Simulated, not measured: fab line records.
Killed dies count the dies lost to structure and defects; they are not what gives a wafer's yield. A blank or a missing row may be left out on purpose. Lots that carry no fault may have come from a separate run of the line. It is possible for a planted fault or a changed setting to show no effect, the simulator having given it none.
Matching of chambers + flow n5_finfet + cmp-03 running N5_SDB_CMP_30: 4 sister chambers
The step polishes, stops on poly-Si, t overpolish 1.54 s, target thk 30 nm. 4 wafers are shown with their chamber, then 10 later ones without.

WAFERS PAIRED WITH THEIR CHAMBERS
| wafer  | chamber | motor_current_A (A) |
|--------|---------|---------------------|
| L084.1 | 0       | 14.2                |
| L089.3 | 1       | 12.5                |
| L089.4 | 2       | 14.0                |
| L090.5 | 3       | 12.5                |

WAFERS WITH NO CHAMBER GIVEN
| wafer  | motor_current_A (A) |
|--------|---------------------|
| L090.6 | 14.5                |
| L091.1 | 14.5                |
| L091.4 | 12.6                |
| L091.5 | 14.1                |
| L094.2 | 13.8                |
| L094.3 | 12.4                |
| L094.6 | 14.0                |
| L096.1 | 13.9                |
| L096.4 | 13.9                |
| L096.5 | 12.3                |

WHICH CHAMBER EACH WENT THROUGH
| wafer  | from the rows above     | in truth |
|--------|-------------------------|----------|
| L090.6 | can't be placed: 0 or 2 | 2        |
| L091.1 | can't be placed: 0 or 2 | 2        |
| L091.4 | can't be placed: 1 or 3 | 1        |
| L091.5 | can't be placed: 0 or 2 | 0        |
| L094.2 | can't be placed: 2 or 0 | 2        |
| L094.3 | can't be placed: 1 or 3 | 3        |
| L094.6 | can't be placed: 2 or 0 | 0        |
| L096.1 | can't be placed: 2 or 0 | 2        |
| L096.4 | can't be placed: 2 or 0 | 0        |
| L096.5 | can't be placed: 1 or 3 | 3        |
Placed correctly: 0 of 10. Cannot be placed on the basis of these rows: 10; the candidates contain the true chamber in 10. Placed wrongly: 0.
How it was worked out, from the rows above alone: a wafer's distance from a chamber is the root of the sum, over the readings, of the square of ((its reading less the chamber's mean) divided by the reading's scatter). The wafer belongs to the nearest chamber; if the next one is less than 2 further off, it can't be placed. Each chamber's mean is taken over the wafers shown for it. The scatter: root of mean squared gap, hidden wafer to nearest shown wafer, with one shown wafer a chamber.
